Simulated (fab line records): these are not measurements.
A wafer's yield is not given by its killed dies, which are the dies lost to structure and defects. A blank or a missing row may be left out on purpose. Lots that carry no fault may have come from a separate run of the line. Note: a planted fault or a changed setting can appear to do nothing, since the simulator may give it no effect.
Chamber matching ; flow n5 finfet ; 4 sister chambers for N5_BEOL_M5_ALD_86 on ald metal-02
The step deposits TaN, pulse time 2 s, purge time 3 s, co reactant purge time 2 s. 8 wafers are shown with their chamber, then 7 later ones without.

WAFERS, EACH WITH ITS CHAMBER
wafer;chamber;heater power w (W);precursor vessel pressure torr (Torr)
L076.3;3;407;26.27
L077.5;1;403;26.26
L077.6;0;457;26.28
L088.1;3;417;26.24
L088.5;1;400;26.26
L088.6;2;454;26.20
L093.1;2;439;26.29
L093.3;0;461;26.28

WAFERS WITHOUT THEIR CHAMBER
wafer;heater power w (W);precursor vessel pressure torr (Torr)
L093.4;417;26.25
L094.2;446;26.16
L094.3;415;26.33
L094.5;444;26.24
L095.4;451;26.28
L095.5;438;26.28
L095.6;404;26.27

WHICH CHAMBER EACH ONE RAN IN
wafer;from the rows above;in truth
L093.4;can't be placed: 3 or 1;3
L094.2;can't be placed: 2 or 0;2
L094.3;can't be placed: 3 or 1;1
L094.5;2;2
L095.4;can't be placed: 0 or 2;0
L095.5;can't be placed: 2 or 0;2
L095.6;can't be placed: 1 or 3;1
Correct placement for 1 of the 7. Unplaceable from these rows: 6, with the true chamber sitting among the candidates in 6. 0 placed wrongly.
How it was worked out, from the rows above alone: a wafer's distance from a chamber is the root of the sum, over the readings, of the square of ((its reading less the chamber's mean) divided by the reading's scatter). If the next closest chamber is less than 2 further off than the closest, the wafer can't be placed; otherwise it belongs to the closest. A chamber's mean is the mean of its shown wafers. How the scatter is found: for the shown wafers, subtract from each reading the mean of its chamber, square and add these, divide the total by (wafers less chambers), then take the root.
